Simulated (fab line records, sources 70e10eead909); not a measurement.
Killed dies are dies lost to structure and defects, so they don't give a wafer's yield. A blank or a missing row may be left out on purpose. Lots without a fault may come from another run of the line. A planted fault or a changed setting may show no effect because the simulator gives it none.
fab line records | flow nand_harc | part 1 of 2: steps 1 to 3 of 6
record lots=22 wafers=66 last_day=24
route steps=1159 shown A_STAIRCASE@559
lots that met no fault: from a run of the same line without faults
start_h: hours from the record's first day to the start of the lot's first wafer shown | wait_h: hours since the lot's step before | " the same as in the row above | L1.1+2: a row that stands for several wafers | - no value, or no start given | * or withheld: withheld | < > ~ a bound
route shown NAME@n: a module of which the file shows steps, and the number in the route of the first | usual: mean/standard deviation of fault-free wafers | same: alike in all rows | chamber/n: place in a boat | sites: the reading at each site | _std_site: their standard deviation | _edge_site: outer sites' mean less inner sites' | radius_mm: how far each site lies from the wafer's centre | mask NAME#n: copy n | behind: the tool/chamber that last shaped the wafer | hold: why the lot was held/for how many hours/how that ended | device: the transistor (n, p or np) that didn't switch | end of line: the same wafers' tests at the end of the route | a step without rows: its recipe alone | killed: dies lost to structure and defects at the first sort, not the wafer's yield | map: a wafer's dies, x killed, . not, _ none there
set.NAME: the setting as run; set.NAME@STEP: as run at that earlier step | model.NAME: the simulator's own value behind a step, which no gauge read
steps of the route over a sample of lots; a table a step, a row a wafer
services: from which hour (start_h, from the record's first day; less than 0 if before it) a tool's chamber was out of use, for how many hours, and why
## steps
# step NHARC_A_STAIRCASE_TRIM_22
# recipe time_s=211.2 o2_flow_sccm=500 ar_flow_sccm=0 bias_w=0 chemistry=O2
# usual drypump_motor_current_A=5.7/0.38 oes_product_au=1.000/0.0098 rf_vpp_V=57.5/0.89 showerhead_plenum_p_Torr=3.49/0.15 throttle_valve_pct=17.038/0.0094
# columns lot.wafer tool chamber start_h wait_h drypump_motor_current_A oes_product_au rf_hours_counter_h rf_vpp_V showerhead_plenum_p_Torr throttle_valve_pct
L074.4 rie_diel-06 2 - - 5.5 0.998 56 57.2 3.28 17.037
L074.1 " 3 " " 6.0 0.998 53 57.4 3.31 17.032
L074.3 " 1 " " 6.0 0.999 54 58.7 3.57 17.051
L075.3 rie_diel-06 0 - - 5.1 0.995 54 57.5 3.42 17.042
L075.4 " 1 " " 6.0 0.995 58 57.5 3.56 17.031
L075.5 " 0 " " 5.1 0.995 - 58.3 3.42 17.027
L076.1 rie_diel-02 3 - - 5.9 1.010 30 58.3 3.61 17.051
L076.2 " 1 " " 6.0 0.999 32 57.3 3.54 17.025
L076.6 " 0 " " 6.4 1.007 - 57.0 3.32 17.032
L078.3 rie_diel-13 3 - - 5.7 1.000 58 58.9 3.58 17.042
L078.1 " 2 " " 5.7 0.999 59 57.7 3.40 17.047
L078.6 " 3 " " 5.7 1.005 - 56.4 3.58 17.047
L077.1 rie_diel-02 1 - - 5.9 1.006 39 58.3 3.53 17.048
L077.2 " 2 " " 5.4 1.015 29 56.7 3.69 17.040
L077.4 " 3 " " 5.9 1.014 37 57.4 3.61 17.059
L079.3 rie_diel-06 3 - - 6.0 0.991 4 56.5 3.30 17.037
L079.1 " 0 " " 5.1 1.010 4 57.0 3.42 17.043
L079.5 " 2 " " 5.5 0.998 - 60.1 3.81 17.050
L080.4 rie_diel-06 0 - - 5.1 1.000 6 59.0 3.42 17.025
L080.1 " 1 " " 6.0 1.016 5 56.7 3.56 17.049
L080.5 " 3 " " 6.0 0.977 - 56.3 3.30 17.051
L081.3 rie_diel-13 1 - - 5.6 1.015 60 58.2 3.55 17.029
L081.2 " 2 " " 5.7 0.995 64 56.0 3.40 17.058
L081.4 " 0 " " 5.1 0.995 64 56.2 3.38 17.027
L082.4 rie_diel-06 3 - - 6.0 0.988 11 55.6 3.30 17.045
L082.1 " 0 " " 5.1 0.992 12 57.2 3.41 17.027
L082.2 " 1 " " 6.0 1.013 10 56.7 3.56 17.041
L083.1 rie_diel-02 0 - - 6.4 1.002 47 57.5 3.31 17.022
L083.2 " 1 " " 6.0 1.002 52 57.1 3.53 17.040
L083.5 " 2 " " 5.4 1.010 - 57.8 3.68 17.033
L084.3 rie_diel-02 3 - - 5.9 1.006 53 56.5 3.60 17.018
L084.4 " 0 " " 6.4 1.011 50 56.5 3.31 17.015
L084.5 " 0 " " 6.4 0.994 - 55.4 3.31 17.048
L088.4 rie_diel-13 2 - - 5.7 0.998 8 57.8 3.40 17.039
L088.2 " 3 " " 5.7 1.009 7 58.4 3.58 17.054
L088.3 " 0 " " 5.1 1.003 6 57.9 3.37 17.018
L086.1 rie_diel-06 3 - - 6.0 0.985 19 57.7 3.30 17.031
L086.3 " 1 " " 6.0 1.009 21 58.0 3.55 17.049
L086.5 " 3 " " 6.0 0.994 - 57.3 3.30 17.041
L089.4 rie_diel-13 1 - - 5.6 1.008 12 57.9 3.54 17.051
L089.6 " 1 " " 5.6 1.011 - 57.6 3.54 17.064
L089.5 " 2 " " 5.7 0.990 - 58.4 3.39 17.030
L085.3 rie_diel-02 0 - - 6.4 0.998 59 57.4 3.31 17.034
L085.4 " 1 " " 6.0 1.001 64 57.9 3.52 17.034
L085.5 " 3 " " 5.9 1.003 - 57.2 3.60 17.036
L090.4 rie_diel-02 1 - - 6.0 1.008 0 59.2 3.52 17.027
L090.2 " 3 " " 5.9 1.029 0 58.6 3.60 17.045
L090.6 " 1 " " 6.0 0.999 - 57.8 3.52 17.037
L091.1 rie_diel-13 2 - - 5.7 0.987 21 56.9 3.39 17.035
L091.2 " 0 " " 5.1 1.004 18 56.6 3.36 17.035
L091.6 " 2 " " 5.7 0.996 - 57.7 3.39 17.036
L092.3 rie_diel-06 1 - - 6.0 1.008 33 57.2 3.55 17.045
L092.2 " 2 " " 5.5 0.996 31 56.8 3.79 17.026
L092.6 " 3 " " 6.0 0.987 - 56.5 3.29 17.030
L093.3 rie_diel-02 2 - - 5.4 1.011 2 59.4 3.67 17.034
L093.1 " 3 " " 5.9 1.018 2 58.5 3.59 17.037
L093.5 " 0 " " 6.4 0.998 - 57.2 3.31 17.036
L097.1 rie_diel-06 1 - - 6.0 1.021 39 57.9 3.54 17.047
L097.2 " 2 " " 5.4 0.997 38 58.3 3.79 17.025
L097.5 " 0 " " 5.1 0.974 - 56.6 3.40 17.026
L096.4 rie_diel-06 3 - - 6.0 0.987 39 55.8 3.29 17.037
L096.3 " 1 " " 6.0 1.007 39 57.3 3.54 17.043
L096.5 " 2 " " 5.5 1.000 - 58.5 3.79 17.048
L095.4 rie_diel-13 3 - - 5.8 0.998 33 56.9 3.56 17.036
L095.1 " 0 " " 5.1 0.992 34 58.3 3.36 17.031
L095.6 " 2 " " 5.7 0.983 - 57.9 3.38 17.036
# step NHARC_A_STAIRCASE_TRIM_24
# recipe time_s=211.2 o2_flow_sccm=500 ar_flow_sccm=0 bias_w=0 chemistry=O2
# usual drypump_motor_current_A=5.7/0.39 oes_product_au=1.002/0.011 rf_vpp_V=57.8/0.91 showerhead_plenum_p_Torr=3.49/0.15 throttle_valve_pct=17.035/0.0092
# columns lot.wafer tool chamber start_h wait_h drypump_motor_current_A oes_product_au rf_hours_counter_h rf_vpp_V showerhead_plenum_p_Torr throttle_valve_pct
L074.1 rie_diel-06 1 - - 6.0 1.015 54 57.3 3.57 17.025
L074.3 " 3 " " 6.0 1.005 53 58.4 3.31 17.033
L074.4 " 0 " " 5.1 1.010 51 57.8 3.42 17.042
L075.3 rie_diel-06 3 - - 6.0 0.998 57 57.8 3.31 17.043
L075.4 " 1 " " 6.0 1.015 59 58.2 3.56 17.033
L075.5 " 2 " " 5.5 1.011 - 57.3 3.28 17.035
L076.2 rie_diel-02 0 - - 6.4 0.998 27 58.0 3.32 17.034
L076.1 " 1 " " 6.0 1.001 32 57.8 3.54 17.032
L076.6 " 0 " " 6.4 1.000 - 57.0 3.32 17.043
L078.1 rie_diel-13 2 - - 5.7 1.000 59 58.0 3.40 17.033
L078.3 " 3 " " 5.7 1.018 58 57.9 3.58 17.021
L078.6 " 0 " " 5.1 1.013 - 58.0 3.38 17.031
L077.2 rie_diel-02 3 - - 5.9 1.004 37 58.3 3.61 17.025
L077.1 " 0 " " 6.4 1.000 34 58.6 3.32 17.036
L077.4 " 1 " " 6.0 1.007 39 56.5 3.53 17.051
L079.1 rie_diel-06 2 - - 5.5 1.004 4 60.3 3.81 17.027
L079.3 " 1 " " 6.0 1.012 3 57.9 3.56 17.014
L079.5 " 3 " " 6.0 0.995 - 58.1 3.30 17.040
L080.4 rie_diel-06 1 - - 6.0 0.999 5 57.5 3.56 17.016
L080.1 " 2 " " 5.5 1.001 6 57.3 3.80 17.041
L080.5 " 3 " " 6.0 0.987 - 58.3 3.30 17.029
L081.4 rie_diel-13 1 - - 5.6 1.008 60 57.2 3.55 17.036
L081.3 " 2 " " 5.7 0.991 64 58.2 3.40 17.039
L081.2 " 0 " " 5.1 0.999 64 56.0 3.38 17.032
L082.4 rie_diel-06 1 - - 6.1 1.012 10 56.1 3.56 17.046
L082.1 " 2 " " 5.5 1.008 10 58.0 3.80 17.047
L082.2 " 3 " " 6.0 0.976 11 57.8 3.30 17.030
L083.2 rie_diel-02 2 - - 5.4 1.010 41 59.0 3.68 17.033
L083.1 " 0 " " 6.4 1.016 47 57.1 3.31 17.017
L083.5 " 2 " " 5.4 1.007 - 59.9 3.68 17.036
L084.3 rie_diel-02 3 - - 5.9 1.027 53 58.4 3.60 17.026
L084.4 " 2 " " 5.4 1.026 43 56.7 3.68 17.037
L084.5 " 3 " " 5.9 1.014 - 56.9 3.60 17.032
L088.3 rie_diel-13 0 - - 5.1 1.001 6 58.1 3.37 17.035
L088.2 " 1 " " 5.6 1.001 7 58.6 3.54 17.028
L088.4 " 2 " " 5.6 0.993 8 56.0 3.40 17.033
L086.3 rie_diel-06 3 - - 6.0 0.988 21 57.2 3.29 17.026
L086.1 " 2 " " 5.5 0.999 21 59.2 3.80 17.045
L086.5 " 3 " " 6.0 0.988 - 57.8 3.29 17.035
L089.4 rie_diel-13 0 - - 5.1 1.005 11 58.1 3.37 17.034
L089.5 " 2 " " 5.7 0.991 - 58.6 3.39 17.041
L089.6 " 3 " " 5.7 1.000 - 57.9 3.57 17.039
L085.3 rie_diel-02 1 - - 6.0 0.999 64 57.4 3.52 17.037
L085.4 " 2 " " 5.4 1.021 54 58.9 3.68 17.037
L085.5 " 1 " " 5.9 0.998 - 58.4 3.52 17.030
L090.4 rie_diel-02 2 - - 5.4 1.019 0 59.3 3.67 17.057
L090.2 " 1 " " 6.0 0.993 0 58.1 3.52 17.054
L090.6 " 2 " " 5.4 1.010 - 57.8 3.67 17.040
L091.1 rie_diel-13 3 - - 5.7 0.998 18 58.3 3.57 17.042
L091.2 " 0 " " 5.1 0.994 18 56.6 3.37 17.037
L091.6 " 0 " " 5.1 0.992 - 57.7 3.36 17.007
L092.3 rie_diel-06 3 - - 6.0 0.987 32 57.2 3.29 17.038
L092.2 " 1 " " 6.0 1.014 33 57.3 3.55 17.048
L092.6 " 3 " " 6.0 0.993 - 57.1 3.29 17.040
L093.3 rie_diel-02 3 - - 5.9 1.018 2 57.0 3.59 17.028
L093.1 " 1 " " 5.9 0.989 2 59.3 3.52 17.051
L093.5 " 0 " " 6.4 1.001 - 58.9 3.31 17.060
L097.2 rie_diel-06 0 - - 5.1 0.992 41 58.5 3.40 17.025
L097.1 " 2 " " 5.5 1.007 38 59.0 3.79 17.028
L097.5 " 0 " " 5.1 0.982 - 56.8 3.40 17.059
L096.3 rie_diel-06 3 - - 6.0 0.989 39 57.3 3.29 17.025
L096.4 " 1 " " 6.0 1.030 39 57.7 3.54 17.033
L096.5 " 2 " " 5.4 1.005 - 55.9 3.79 17.043
L095.1 rie_diel-13 0 - - 5.1 0.993 34 58.1 3.36 17.032
L095.4 " 3 " " 5.7 1.005 33 57.0 3.56 17.031
L095.6 " 0 " " 5.1 1.001 - 59.3 3.36 17.042
# step NHARC_A_STAIRCASE_TRIM_233
# recipe time_s=211.2 o2_flow_sccm=500 ar_flow_sccm=0 bias_w=0 chemistry=O2
# usual drypump_motor_current_A=5.8/0.38 oes_product_au=1.002/0.011 rf_vpp_V=57.7/0.84 showerhead_plenum_p_Torr=3.52/0.15 throttle_valve_pct=17.037/0.0084
# columns lot.wafer tool chamber start_h wait_h drypump_motor_current_A oes_product_au rf_hours_counter_h rf_vpp_V showerhead_plenum_p_Torr throttle_valve_pct
L074.1 rie_diel-13 0 - - 5.1 1.006 53 57.1 3.38 17.057
L074.3 " 1 " " 5.6 1.001 49 57.4 3.55 17.040
L074.4 " 2 " " 5.6 1.003 55 56.7 3.40 17.041
L075.3 rie_diel-02 2 - - 5.4 1.013 28 56.6 3.69 17.034
L075.4 " 3 " " 5.9 1.006 35 58.5 3.61 17.038
L075.5 " 1 " " 5.9 0.993 - 58.0 3.53 17.042
L076.2 rie_diel-02 1 - - 5.9 1.003 38 58.1 3.53 17.040
L076.1 " 2 " " 5.4 1.005 28 59.2 3.69 17.040
L076.6 " 0 " " 6.4 0.996 - 56.5 3.32 17.020
L078.1 rie_diel-06 2 - - 5.4 1.005 3 57.9 3.81 17.030
L078.3 " 1 " " 6.0 0.999 2 58.7 3.56 17.041
L078.6 " 3 " " 6.0 0.976 - 57.0 3.30 17.040
L077.1 rie_diel-02 0 - - 6.4 1.004 37 56.5 3.32 17.047
L077.4 " 2 " " 5.4 1.019 31 57.3 3.69 17.020
L077.2 " 3 " " 5.9 1.010 39 57.0 3.61 17.041
L079.1 rie_diel-02 1 - - 6.0 0.992 45 57.8 3.53 17.057
L079.3 " 3 " " 5.9 1.008 44 56.8 3.61 17.042
L079.5 " 0 " " 6.4 1.008 - 57.7 3.32 17.048
L080.4 rie_diel-02 0 - - 6.4 1.008 46 57.2 3.31 17.044
L080.1 " 1 " " 5.9 1.001 51 56.9 3.53 17.038
L080.5 " 0 " " 6.4 1.010 - 57.5 3.31 17.036
L081.2 rie_diel-02 1 - - 6.0 1.000 51 59.1 3.53 17.032
L081.3 " 3 " " 5.9 1.015 48 58.2 3.60 17.040
L081.4 " 0 " " 6.4 1.011 46 55.5 3.31 17.041
L082.2 rie_diel-13 2 - - 5.7 0.991 5 57.4 3.40 17.039
L082.4 " 3 " " 5.7 0.993 5 58.8 3.58 17.037
L082.1 " 1 " " 5.6 1.006 4 57.5 3.54 17.025
L083.2 rie_diel-02 2 - - 5.4 1.008 44 58.5 3.68 17.033
L083.1 " 1 " " 5.9 0.983 55 57.7 3.52 17.034
L083.5 " 3 " " 5.9 1.004 - 57.3 3.60 17.037
L084.3 rie_diel-06 2 - - 5.5 1.001 16 59.2 3.80 17.030
L084.4 " 3 " " 6.0 0.987 16 57.1 3.30 17.027
L084.5 " 1 " " 6.1 1.005 - 57.8 3.55 17.043
L088.4 rie_diel-06 1 - - 6.0 1.009 25 56.3 3.55 17.038
L088.3 " 2 " " 5.5 0.998 23 56.8 3.79 17.044
L088.2 " 0 " " 5.1 0.994 26 56.6 3.41 17.035
L086.3 rie_diel-06 0 - - 5.1 0.984 28 57.6 3.41 17.035
L086.1 " 1 " " 6.0 1.003 27 58.4 3.55 17.035
L086.5 " 1 " " 6.0 1.015 - 57.0 3.55 17.039
L089.4 rie_diel-02 1 - - 5.9 0.991 66 57.8 3.52 17.023
L089.5 " 1 " " 6.0 1.003 - 56.1 3.52 17.028
L089.6 " 2 " " 5.4 1.020 - 60.1 3.67 17.032
L085.4 rie_diel-06 2 - - 5.5 0.989 26 59.0 3.79 17.026
L085.3 " 3 " " 6.0 0.972 26 57.8 3.29 17.040
L085.5 " 2 " " 5.5 0.987 - 58.8 3.79 17.047
L090.4 rie_diel-02 3 - - 5.9 1.021 3 57.7 3.59 17.029
L090.2 " 1 " " 6.0 0.990 3 56.8 3.52 17.050
L090.6 " 3 " " 5.9 1.020 - 57.8 3.59 17.023
L091.1 rie_diel-06 2 - - 5.5 0.998 33 59.1 3.79 17.021
L091.2 " 3 " " 6.0 0.988 35 57.7 3.29 17.056
L091.6 " 1 " " 6.0 1.008 - 58.3 3.54 17.025
L092.2 rie_diel-13 2 - - 5.7 0.987 25 57.2 3.39 17.040
L092.3 " 3 " " 5.7 0.998 23 58.3 3.57 17.029
L092.6 " 1 " " 5.6 1.001 - 57.1 3.53 17.041
L093.1 rie_diel-06 2 - - 5.5 1.001 34 58.2 3.79 17.039
L093.3 " 0 " " 5.1 0.987 38 58.0 3.40 17.023
L093.5 " 2 " " 5.5 1.008 - 58.6 3.79 17.054
L097.1 rie_diel-02 2 - - 5.4 1.006 11 57.9 3.67 17.040
L097.2 " 3 " " 5.9 1.031 12 58.4 3.59 17.042
L097.5 " 1 " " 6.0 0.994 - 57.6 3.51 17.030
L096.4 rie_diel-13 1 - - 5.6 1.013 34 57.8 3.53 17.040
L096.3 " 2 " " 5.7 1.005 33 55.9 3.38 17.028
L096.5 " 2 " " 5.7 1.003 - 56.7 3.38 17.049
L095.1 rie_diel-06 2 - - 5.4 0.999 43 57.6 3.78 17.044
L095.4 " 1 " " 6.0 1.006 47 57.3 3.54 17.038
L095.6 " 2 " " 5.5 0.997 - 58.0 3.78 17.043
